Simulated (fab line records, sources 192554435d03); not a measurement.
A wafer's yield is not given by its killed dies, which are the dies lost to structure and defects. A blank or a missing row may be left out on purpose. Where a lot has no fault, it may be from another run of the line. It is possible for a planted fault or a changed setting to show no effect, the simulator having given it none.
Matching of chambers    flow n5-finfet    uv-cure-01 running N5_BEOL_M7_CURE_74: 3 sister chambers
The step cures SiCOH lowk, time 240 s. 3 wafers are shown with their chamber, then 12 later ones without.

== WAFERS, EACH WITH ITS CHAMBER ==
wafer   chamber  lamp-power-pct (%)
L078.6  2        52.28
L081.6  0        52.25
L088.6  1        52.39

== WAFERS WITH NO CHAMBER GIVEN ==
wafer   lamp-power-pct (%)
L090.2  52.24
L090.4  52.30
L090.5  52.32
L093.1  52.34
L093.3  52.21
L093.4  52.33
L094.2  52.36
L094.3  52.35
L094.5  52.23
L095.4  52.36
L095.5  52.31
L095.6  52.20

== CHAMBER TAKEN BY EACH ==
wafer   from the rows above           in truth
L090.2  can't be placed: 0 or 2       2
L090.4  can't be placed: 2 or 0 or 1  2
L090.5  can't be placed: 2 or 0 or 1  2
L093.1  can't be placed: 1 or 2 or 0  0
L093.3  can't be placed: 0 or 2       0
L093.4  can't be placed: 2 or 1 or 0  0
L094.2  can't be placed: 1 or 2       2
L094.3  can't be placed: 1 or 2 or 0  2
L094.5  can't be placed: 0 or 2       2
L095.4  can't be placed: 1 or 2       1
L095.5  can't be placed: 2 or 0 or 1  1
L095.6  can't be placed: 0 or 2       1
Correctly placed: 0 of 12. Unplaceable from these rows: 12, with the true chamber sitting among the candidates in 11. Wrongly placed: 0.
How it was worked out, from the rows above alone: a wafer's distance from a chamber is the root of the sum, over the readings, of the square of ((its reading less the chamber's mean) divided by the reading's scatter). The wafer belongs to the nearest chamber; if the next one is less than 2 further off, it can't be placed. For every chamber, the mean is computed from those of its wafers that are shown. The scatter: root of mean squared gap, hidden wafer to nearest shown wafer, with one shown wafer a chamber.
